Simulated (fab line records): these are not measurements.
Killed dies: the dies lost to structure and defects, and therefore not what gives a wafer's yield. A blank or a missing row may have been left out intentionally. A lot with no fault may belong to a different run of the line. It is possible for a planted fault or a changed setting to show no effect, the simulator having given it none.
Which of the tools did it? || flow nand-harc || 37 wafers from 13 lots sampled at 5 of the route's 1302 steps

## WHAT THE GAUGES READ, wafer by wafer
NHARC_A_M1_CD_MEAS_16.
{"lot": "L956", "measured": "day 23 10:51", "on": "cd-sem-03", "cd-nm (nm)": "118.6 120.1 118.1"}
{"lot": "L954", "measured": "day 23 12:44", "on": "cd-sem-02", "cd-nm (nm)": "118.1 121.2 119.9"}
{"lot": "L955", "measured": "day 23 19:52", "on": "cd-sem-01", "cd-nm (nm)": "121.1 121.0 121.8"}
{"lot": "L958", "measured": "day 24 15:04", "on": "cd-sem-01", "cd-nm (nm)": "120.8 122.2 119.9"}
{"lot": "L960", "measured": "day 25 12:10", "on": "cd-sem-02", "cd-nm (nm)": "121.5 120.9 122.0"}
{"lot": "L964", "measured": "day 27 09:40", "on": "cd-sem-03", "cd-nm (nm)": "120.5 120.3 119.6"}
{"lot": "L966", "measured": "day 27 20:07", "on": "cd-sem-01", "cd-nm (nm)": "119.8 120.5 120.6"}
{"lot": "L965", "measured": "day 27 23:18", "on": "cd-sem-01", "cd-nm (nm)": "120.8 121.2 121.6"}
{"lot": "L968", "measured": "day 29 10:10", "on": "cd-sem-03", "cd-nm (nm)": "119.9 120.6 120.0"}
{"lot": "L971", "measured": "day 31 01:59", "on": "cd-sem-03", "cd-nm (nm)": "119.8 119.6"}
{"lot": "L972", "measured": "day 31 03:33", "on": "cd-sem-01", "cd-nm (nm)": "120.3 119.2 119.0"}
{"lot": "L974", "measured": "day 31 12:28", "on": "cd-sem-03", "cd-nm (nm)": "120.7 122.0"}
{"lot": "L975", "measured": "day 31 18:19", "on": "cd-sem-03", "cd-nm (nm)": "120.2 120.1 120.5"}

NHARC_A_M1_INSPECT_27.
{"lot": "L956", "measured": "day 23 13:10", "on": "defect-inspect-02", "raw-defect-count": "398 673 667"}
{"lot": "L954", "measured": "day 23 15:32", "on": "defect-inspect-01", "raw-defect-count": "317 428 493"}
{"lot": "L955", "measured": "day 23 22:10", "on": "defect-inspect-01", "raw-defect-count": "770 602 546"}
{"lot": "L958", "measured": "day 24 17:20", "on": "defect-inspect-02", "raw-defect-count": "505 640 678"}
{"lot": "L960", "measured": "day 25 14:30", "on": "defect-inspect-02", "raw-defect-count": "369 427 462"}
{"lot": "L964", "measured": "day 27 11:56", "on": "defect-inspect-01", "raw-defect-count": "723 666 959"}
{"lot": "L966", "measured": "day 27 22:22", "on": "defect-inspect-02", "raw-defect-count": "510 414 342"}
{"lot": "L965", "measured": "day 28 01:34", "on": "defect-inspect-02", "raw-defect-count": "574 533 465"}
{"lot": "L968", "measured": "day 29 12:26", "on": "defect-inspect-01", "raw-defect-count": "436 279 412"}
{"lot": "L971", "measured": "day 31 04:18", "on": "defect-inspect-01", "raw-defect-count": "470 604"}
{"lot": "L972", "measured": "day 31 06:01", "on": "defect-inspect-01", "raw-defect-count": "494 452 521"}
{"lot": "L974", "measured": "day 31 14:46", "on": "defect-inspect-02", "raw-defect-count": "494 565"}
{"lot": "L975", "measured": "day 31 20:39", "on": "defect-inspect-02", "raw-defect-count": "867 455 424"}

NHARC_END_SORT_01.
{"lot": "L964", "measured": "day 28 21:35", "on": "prober-02", "defect-limited-yield (%)": "86 87 87", "killed-at-array": "95 87 82", "killed-at-other": "0 0 1", "killed-at-periphery": "3 2 2", "killed-dies": "98 89 85", "killed-open": "4 1 4", "killed-short": "5 1 1"}
{"lot": "L965", "measured": "day 29 07:17", "on": "prober-01", "defect-limited-yield (%)": "86 87 85", "killed-at-array": "89 82 95", "killed-at-other": "0 0 1", "killed-at-periphery": "3 6 5", "killed-dies": "92 88 101", "killed-open": "4 6 2", "killed-short": "3 4 6"}
{"lot": "L974", "measured": "day 33 05:59", "on": "prober-02", "defect-limited-yield (%)": "88 87", "killed-at-array": "80 83", "killed-at-other": "2 2", "killed-at-periphery": "2 3", "killed-dies": "84 88", "killed-open": "4 1", "killed-short": "0 2"}
{"lot": "L975", "measured": "day 33 18:29", "on": "prober-01", "defect-limited-yield (%)": "92 90 90", "killed-at-array": "51 60 67", "killed-at-other": "0 0 0", "killed-at-periphery": "5 6 3", "killed-dies": "56 66 70", "killed-open": "2 1 5", "killed-short": "4 3 4"}

## EACH LOT AND THE TOOL THAT RAN IT (in order: tool; ch and the chambers of the sampled wafers; start)
{"lot": "L956", "NHARC_A_M1_DESCUM_14": "rie-diel-01 ch 0,1,2, day 23 10:34", "NHARC_A_BONDPAD_ETCH_34": "rie-diel-13 ch 0,2,3, day 23 15:24"}
{"lot": "L954", "NHARC_A_M1_DESCUM_14": "rie-diel-01 ch 0,1,3, day 23 12:26", "NHARC_A_BONDPAD_ETCH_34": "rie-diel-13 ch 1,3, day 23 17:37"}
{"lot": "L955", "NHARC_A_M1_DESCUM_14": "rie-diel-12 ch 0,3, day 23 19:35", "NHARC_A_BONDPAD_ETCH_34": "rie-diel-02 ch 0,1, day 24 00:26"}
{"lot": "L958", "NHARC_A_M1_DESCUM_14": "rie-diel-12 ch 0,2, day 24 14:46", "NHARC_A_BONDPAD_ETCH_34": "rie-diel-13 ch 1,3, day 24 19:26"}
{"lot": "L960", "NHARC_A_M1_DESCUM_14": "rie-diel-10 ch 0,2, day 25 11:53", "NHARC_A_BONDPAD_ETCH_34": "rie-diel-13 ch 1,2,3, day 25 16:44"}
{"lot": "L964", "NHARC_A_M1_DESCUM_14": "rie-diel-10 ch 1,2, day 27 09:19", "NHARC_A_BONDPAD_ETCH_34": "rie-diel-13 ch 1,2, day 27 14:10"}
{"lot": "L966", "NHARC_A_M1_DESCUM_14": "rie-diel-01 ch 0,1,2, day 27 19:49", "NHARC_A_BONDPAD_ETCH_34": "rie-diel-13 ch 0,1,3, day 28 00:28"}
{"lot": "L965", "NHARC_A_M1_DESCUM_14": "rie-diel-10 ch 1,2,3, day 27 22:59", "NHARC_A_BONDPAD_ETCH_34": "rie-diel-13 ch 0,1,2, day 28 03:47"}
{"lot": "L968", "NHARC_A_M1_DESCUM_14": "rie-diel-12 ch 0,2,3, day 29 09:53", "NHARC_A_BONDPAD_ETCH_34": "rie-diel-13 ch 0,1,3, day 29 14:45"}
{"lot": "L971", "NHARC_A_M1_DESCUM_14": "rie-diel-01 ch 0,2, day 31 01:41", "NHARC_A_BONDPAD_ETCH_34": "rie-diel-13 ch 0,1, day 31 06:24"}
{"lot": "L972", "NHARC_A_M1_DESCUM_14": "rie-diel-01 ch 1,2, day 31 03:14", "NHARC_A_BONDPAD_ETCH_34": "rie-diel-04 ch 0,3, day 31 08:15"}
{"lot": "L974", "NHARC_A_M1_DESCUM_14": "rie-diel-12 ch 2,3, day 31 12:04", "NHARC_A_BONDPAD_ETCH_34": "rie-diel-13 ch 0,2, day 31 17:00"}
{"lot": "L975", "NHARC_A_M1_DESCUM_14": "rie-diel-12 ch 1,2, day 31 17:58", "NHARC_A_BONDPAD_ETCH_34": "rie-diel-04 ch 2,3, day 31 23:00"}
- NHARC_A_M1_DESCUM_14: chemistry O2, time 3 s.
- NHARC_A_BONDPAD_ETCH_34: etches the open film in N2/H2, target depth 60 nm, overetch 18 nm, time 65.91 s.

## WHAT THE TOOLS THEMSELVES READ (means of the sampled wafers that have a number; where no wafer has one, the mark that the record gives instead)
NHARC_A_M1_DESCUM_14.
{"lot": "L956", "tool": "rie-diel-01", "drypump-motor-current-A (A)": 5.7, "oes-product-au (a.u.)": 1.010, "rf-vpp-V (V)": 57.5, "showerhead-plenum-p-Torr (Torr)": 1.87, "throttle-valve-pct (%)": 11.313}
{"lot": "L954", "tool": "rie-diel-01", "drypump-motor-current-A (A)": 5.8, "oes-product-au (a.u.)": 1.008, "rf-vpp-V (V)": 58.2, "showerhead-plenum-p-Torr (Torr)": 1.93, "throttle-valve-pct (%)": 11.317}
{"lot": "L955", "tool": "rie-diel-12", "drypump-motor-current-A (A)": 6.0, "oes-product-au (a.u.)": 0.988, "rf-vpp-V (V)": 57.8, "showerhead-plenum-p-Torr (Torr)": 2.02, "throttle-valve-pct (%)": 11.310}
{"lot": "L958", "tool": "rie-diel-12", "drypump-motor-current-A (A)": 5.8, "oes-product-au (a.u.)": 0.998, "rf-vpp-V (V)": 58.7, "showerhead-plenum-p-Torr (Torr)": 2.02, "throttle-valve-pct (%)": 11.314}
{"lot": "L960", "tool": "rie-diel-10", "drypump-motor-current-A (A)": 5.7, "oes-product-au (a.u.)": 0.995, "rf-vpp-V (V)": 58.0, "showerhead-plenum-p-Torr (Torr)": 1.95, "throttle-valve-pct (%)": 11.313}
{"lot": "L964", "tool": "rie-diel-10", "drypump-motor-current-A (A)": 5.6, "oes-product-au (a.u.)": 0.999, "rf-vpp-V (V)": 57.1, "showerhead-plenum-p-Torr (Torr)": 1.88, "throttle-valve-pct (%)": 11.309}
{"lot": "L966", "tool": "rie-diel-01", "drypump-motor-current-A (A)": 5.8, "oes-product-au (a.u.)": 1.020, "rf-vpp-V (V)": 57.7, "showerhead-plenum-p-Torr (Torr)": 1.87, "throttle-valve-pct (%)": 11.315}
{"lot": "L965", "tool": "rie-diel-10", "drypump-motor-current-A (A)": 5.6, "oes-product-au (a.u.)": 0.991, "rf-vpp-V (V)": 58.2, "showerhead-plenum-p-Torr (Torr)": 1.94, "throttle-valve-pct (%)": 11.306}
{"lot": "L968", "tool": "rie-diel-12", "drypump-motor-current-A (A)": 5.7, "oes-product-au (a.u.)": 0.988, "rf-vpp-V (V)": 58.0, "showerhead-plenum-p-Torr (Torr)": 2.03, "throttle-valve-pct (%)": 11.308}
{"lot": "L971", "tool": "rie-diel-01", "drypump-motor-current-A (A)": 5.6, "oes-product-au (a.u.)": 1.017, "rf-vpp-V (V)": 57.1, "showerhead-plenum-p-Torr (Torr)": 1.90, "throttle-valve-pct (%)": 11.309}
{"lot": "L972", "tool": "rie-diel-01", "drypump-motor-current-A (A)": 5.6, "oes-product-au (a.u.)": 1.011, "rf-vpp-V (V)": 57.3, "showerhead-plenum-p-Torr (Torr)": 1.84, "throttle-valve-pct (%)": 11.317}
{"lot": "L974", "tool": "rie-diel-12", "drypump-motor-current-A (A)": 5.4, "oes-product-au (a.u.)": 0.985, "rf-vpp-V (V)": 58.8, "showerhead-plenum-p-Torr (Torr)": 2.04, "throttle-valve-pct (%)": 11.306}
{"lot": "L975", "tool": "rie-diel-12", "drypump-motor-current-A (A)": 5.4, "oes-product-au (a.u.)": 0.992, "rf-vpp-V (V)": 56.5, "showerhead-plenum-p-Torr (Torr)": 1.89, "throttle-valve-pct (%)": 11.306}

NHARC_A_BONDPAD_ETCH_34.
{"lot": "L956", "tool": "rie-diel-13", "drypump-motor-current-A (A)": 6.3, "oes-product-au (a.u.)": 0.996, "rf-vpp-V (V)": 428.9, "run-length-s (s)": 87.4, "showerhead-plenum-p-Torr (Torr)": 1.97, "throttle-valve-pct (%)": 14.169}
{"lot": "L954", "tool": "rie-diel-13", "drypump-motor-current-A (A)": 5.7, "oes-product-au (a.u.)": 0.999, "rf-vpp-V (V)": 427.2, "run-length-s (s)": 87.4, "showerhead-plenum-p-Torr (Torr)": 1.90, "throttle-valve-pct (%)": 14.173}
{"lot": "L955", "tool": "rie-diel-02", "drypump-motor-current-A (A)": 5.7, "oes-product-au (a.u.)": 1.000, "rf-vpp-V (V)": 428.0, "run-length-s (s)": 87.0, "showerhead-plenum-p-Torr (Torr)": 1.99, "throttle-valve-pct (%)": 14.169}
{"lot": "L958", "tool": "rie-diel-13", "drypump-motor-current-A (A)": 5.3, "oes-product-au (a.u.)": 1.008, "rf-vpp-V (V)": 425.4, "run-length-s (s)": 87.3, "showerhead-plenum-p-Torr (Torr)": 1.90, "throttle-valve-pct (%)": 14.171}
{"lot": "L960", "tool": "rie-diel-13", "drypump-motor-current-A (A)": 5.9, "oes-product-au (a.u.)": 1.003, "rf-vpp-V (V)": 427.6, "run-length-s (s)": 86.9, "showerhead-plenum-p-Torr (Torr)": 1.94, "throttle-valve-pct (%)": 14.170}
{"lot": "L964", "tool": "rie-diel-13", "drypump-motor-current-A (A)": 6.1, "oes-product-au (a.u.)": 1.013, "rf-vpp-V (V)": 428.9, "run-length-s (s)": 86.9, "showerhead-plenum-p-Torr (Torr)": 1.99, "throttle-valve-pct (%)": 14.176}
{"lot": "L966", "tool": "rie-diel-13", "drypump-motor-current-A (A)": 5.7, "oes-product-au (a.u.)": 0.999, "rf-vpp-V (V)": 426.8, "run-length-s (s)": 87.2, "showerhead-plenum-p-Torr (Torr)": 1.92, "throttle-valve-pct (%)": 14.172}
{"lot": "L965", "tool": "rie-diel-13", "drypump-motor-current-A (A)": 5.9, "oes-product-au (a.u.)": 0.998, "rf-vpp-V (V)": 429.6, "run-length-s (s)": 87.0, "showerhead-plenum-p-Torr (Torr)": 1.96, "throttle-valve-pct (%)": 14.172}
{"lot": "L968", "tool": "rie-diel-13", "drypump-motor-current-A (A)": 5.7, "oes-product-au (a.u.)": 1.000, "rf-vpp-V (V)": 426.7, "run-length-s (s)": 81.6, "showerhead-plenum-p-Torr (Torr)": 1.92, "throttle-valve-pct (%)": 14.170}
{"lot": "L971", "tool": "rie-diel-13", "drypump-motor-current-A (A)": 5.5, "oes-product-au (a.u.)": 0.996, "rf-vpp-V (V)": 427.0, "run-length-s (s)": 78.8, "showerhead-plenum-p-Torr (Torr)": 1.93, "throttle-valve-pct (%)": 14.177}
{"lot": "L972", "tool": "rie-diel-04", "drypump-motor-current-A (A)": 5.7, "oes-product-au (a.u.)": 1.002, "rf-vpp-V (V)": 427.4, "run-length-s (s)": 87.4, "showerhead-plenum-p-Torr (Torr)": 1.92, "throttle-valve-pct (%)": 14.171}
{"lot": "L974", "tool": "rie-diel-13", "drypump-motor-current-A (A)": 6.3, "oes-product-au (a.u.)": 0.998, "rf-vpp-V (V)": 428.9, "run-length-s (s)": 78.5, "showerhead-plenum-p-Torr (Torr)": 1.99, "throttle-valve-pct (%)": 14.177}
{"lot": "L975", "tool": "rie-diel-04", "drypump-motor-current-A (A)": 5.4, "oes-product-au (a.u.)": 0.995, "rf-vpp-V (V)": 431.4, "run-length-s (s)": 87.7, "showerhead-plenum-p-Torr (Torr)": 2.06, "throttle-valve-pct (%)": 14.168}

## THE ANSWER, worked out from the rows above alone
Rule: the usual values come from the lots themselves. The widest of any qualifying gaps counts: lots, ordered by their means at a reading, are off when they make up no more than a third of the lots, leave a main group of 4 or more, and stand apart from it by 3 or more times the standard deviation of that group's means. Not used: any main group whose means are identical at the precision the tables above print for the reading. Also off: a lot with no number at a reading for which 4 or more lots have one. All remaining lots with rows at the step are treated as sound. First the gauges in route order, then the tools' own readings, where a lot's mean is used as printed above. The first step at which some lot is off is used, and at that step the reading that is off furthest; a lot without a number counts as furthest.
Off, at NHARC_A_BONDPAD_ETCH_34 on run-length-s: L968, L971, L974. The main group has a mean of 87.2 s with a standard deviation of 0.25.
If a tool, at that step or one of the process steps before it, ran each lot that is off and ran no sound lot following the first of them, it fits. One fits: rie-diel-13 at NHARC_A_BONDPAD_ETCH_34. Its last sound lot is L965 (day 28 03:47), its first lot that is off L968 (day 29 14:45): a fault that began between those two fits.
On the lots that are off, the tool's own readings at NHARC_A_BONDPAD_ETCH_34 differ by more than 5 times the standard deviation of the sound lots' means, which bears it out; run-length-s reads 79.6 s there versus 87.2 s on the sound lots.

## WHAT THE SIMULATOR HAD PUT IN
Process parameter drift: rie-diel-13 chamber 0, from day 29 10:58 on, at NHARC_A_BONDPAD_ETCH_34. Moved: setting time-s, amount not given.
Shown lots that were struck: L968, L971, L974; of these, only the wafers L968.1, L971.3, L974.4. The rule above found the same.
